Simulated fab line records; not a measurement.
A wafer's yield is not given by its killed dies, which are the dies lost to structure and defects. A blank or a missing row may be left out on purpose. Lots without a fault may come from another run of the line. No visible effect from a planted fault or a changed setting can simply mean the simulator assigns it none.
Matching of chambers	flow n5-finfet	N5_BEOL_M12_ILD_DEP_00 on pecvd-03: 3 sister chambers
The step deposits SiOC from DEMS/O2, target thk 658.92 nm, time 130.7 s. 6 wafers are shown with their chamber, then 10 later ones without.

## WAFERS PAIRED WITH THEIR CHAMBERS
wafer	chamber	throttle-valve-pct (%)	showerhead-plenum-p-Torr (Torr)
L086.1	1	12.5	5.694
L086.6	1	12.3	5.708
L087.5	0	11.9	5.700
L087.6	2	11.5	5.682
L089.3	0	12.1	5.696
L089.5	2	11.0	5.680

## WAFERS MISSING THEIR CHAMBER
wafer	throttle-valve-pct (%)	showerhead-plenum-p-Torr (Torr)
L089.6	12.3	5.712
L093.1	12.1	5.702
L093.2	11.3	5.692
L093.6	12.1	5.700
L094.3	12.2	5.700
L094.4	12.0	5.704
L094.6	11.4	5.674
L097.3	11.9	5.703
L097.4	12.2	5.700
L097.6	12.2	5.699

## CHAMBER TAKEN BY EACH
wafer	from the rows above	in truth
L089.6	can't be placed: 1 or 0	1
L093.1	can't be placed: 0 or 1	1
L093.2	can't be placed: 2 or 0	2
L093.6	can't be placed: 0 or 1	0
L094.3	can't be placed: 1 or 0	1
L094.4	can't be placed: 0 or 1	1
L094.6	2	2
L097.3	can't be placed: 0 or 1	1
L097.4	can't be placed: 1 or 0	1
L097.6	can't be placed: 0 or 1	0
Correct placement for 1 of the 10. Can't be placed from these rows: 9 (the true chamber is among the candidates in 9). Wrongly placed: 0.
How it was worked out, from the rows above alone: a wafer's distance from a chamber is the root of the sum, over the readings, of the square of ((its reading less the chamber's mean) divided by the reading's scatter). The wafer belongs to the nearest chamber; if the next one is less than 2 further off, it can't be placed. A chamber's mean is the mean of its shown wafers. The scatter: take each reading less its chamber's mean, square it, sum over the shown wafers, divide by the number of wafers less the number of chambers, and take the root.
